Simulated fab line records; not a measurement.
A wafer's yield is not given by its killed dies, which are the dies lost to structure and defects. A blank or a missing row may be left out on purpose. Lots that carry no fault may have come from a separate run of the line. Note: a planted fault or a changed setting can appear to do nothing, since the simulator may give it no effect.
One fault through the eyes of 3 desks :: flow nand harc :: only its own numbers are on each desk; what lay behind them is given at the end

== THE DEFECT DESK ==
Counts from the inspections along the route, per lot, as means over the sampled wafers that have a number. Marked OUT: a lot whose mean sits more than 4 standard deviations from the usual mean, which makes it out of limits; the brackets give that distance.
Columns: A = raw defect count at NHARC_A_CHANNEL_FILL_D1_INSPECT_13, usual 313
lot: L342
first seen here: day 10 01:34
A: 289

lot: L345
first seen here: day 11 11:31
A: 210

lot: L346
first seen here: day 12 00:55
A: 192

lot: L349
first seen here: day 13 14:12
A: 351

lot: L350
first seen here: day 13 23:46
A: 274

lot: L351
first seen here: day 14 08:30
A: 274

lot: L353
first seen here: day 15 06:02
A: 438

lot: L354
first seen here: day 15 06:02
A: 335

lot: L356
first seen here: day 15 21:06
A: 309

lot: L355
first seen here: day 15 21:07
A: 281

lot: L358
first seen here: day 17 04:20
A: 204

lot: L360
first seen here: day 18 00:02
A: 289

lot: L361
first seen here: day 18 00:02
A: 376
This desk found nothing out of limits on any of the 13 lots.

== FROM THE METROLOGY DESK ==
Lot by lot, what the gauges showed, no matter which tool ran the lot: averages of those sampled wafers that carry a number. Marked OUT: a lot whose mean sits more than 4 standard deviations from the usual mean, which makes it out of limits; the brackets give that distance.
Columns: A = thk nm at NHARC_A_ONON_D2_THK_MEAS_18, usual 1000 nm
lot: L342
first seen here: day 12 00:41
A: 1003

lot: L345
first seen here: day 13 07:23
A: 1002

lot: L346
first seen here: day 13 21:21
A: 1005

lot: L349
first seen here: day 15 16:25
A: 989

lot: L350
first seen here: day 15 19:55
A: 985

lot: L351
first seen here: day 16 08:39
A: 1002

lot: L353
first seen here: day 17 03:17
A: 1001

lot: L354
first seen here: day 17 03:17
A: 998

lot: L355
first seen here: day 17 15:54
A: 1010

lot: L356
first seen here: day 17 15:55
A: 986

lot: L358
first seen here: day 18 21:49
A: 907 (-12) OUT

lot: L361
first seen here: day 19 20:00
A: 832 (-22) OUT

lot: L360
first seen here: day 19 20:14
A: 1001
Finding of this desk: L358, L361 out of limits; the first was L358 at day 18 21:49, on thk nm at NHARC_A_ONON_D2_THK_MEAS_18. Within limits: L342, L345, L346, L349, L350, L351, L353, L354, L355, L356, L360.

== FOR THE TOOL OWNER'S DESK: pecvd onon-04 ==
The tool's own readings at NHARC_A_ONON_D2_DEP_16 (target thk 1000 nm): means of the sampled wafers that have a number, for each lot that ran on this tool. Marked OUT: a lot whose mean sits more than 4 standard deviations from the usual mean, which makes it out of limits; the brackets give that distance.
Columns: A = n2 flow sccm at NHARC_A_ONON_D2_DEP_16, usual 2752 sccm
lot: L342
first seen here: day 12 00:17
A: 2756

lot: L346
first seen here: day 13 20:53
A: 2752

lot: L351
first seen here: day 16 08:08
A: 2762

lot: L354
first seen here: day 17 02:46
A: 2754

lot: L356
first seen here: day 17 15:31
A: 2744

lot: L358
first seen here: day 18 21:19
A: 2749

lot: L361
first seen here: day 19 19:40
A: 2760
This desk found nothing out of limits on any of the 7 lots.

== TAKEN TOGETHER ==
On L358, L361, the metrology desk was in a position to raise an alarm at day 18 21:49.
Nothing the defect desk looked at was out of limits.
The desk of the tool owner found nothing out of limits.
The defect desk has L358, L361 on record, within its limits.
On record at the tool owner's desk: L358, L361, within its limits.
Of the lots named, all ran NHARC_A_ONON_D2_DEP_16 on pecvd onon-04.

== WHAT THE SIMULATOR HAD PUT IN ==
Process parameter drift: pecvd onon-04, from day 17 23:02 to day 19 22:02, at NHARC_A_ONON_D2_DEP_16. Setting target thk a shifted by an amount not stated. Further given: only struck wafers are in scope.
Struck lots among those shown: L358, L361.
Hours from the fault's start to each desk's first reading out of limits: the metrology desk, 23.
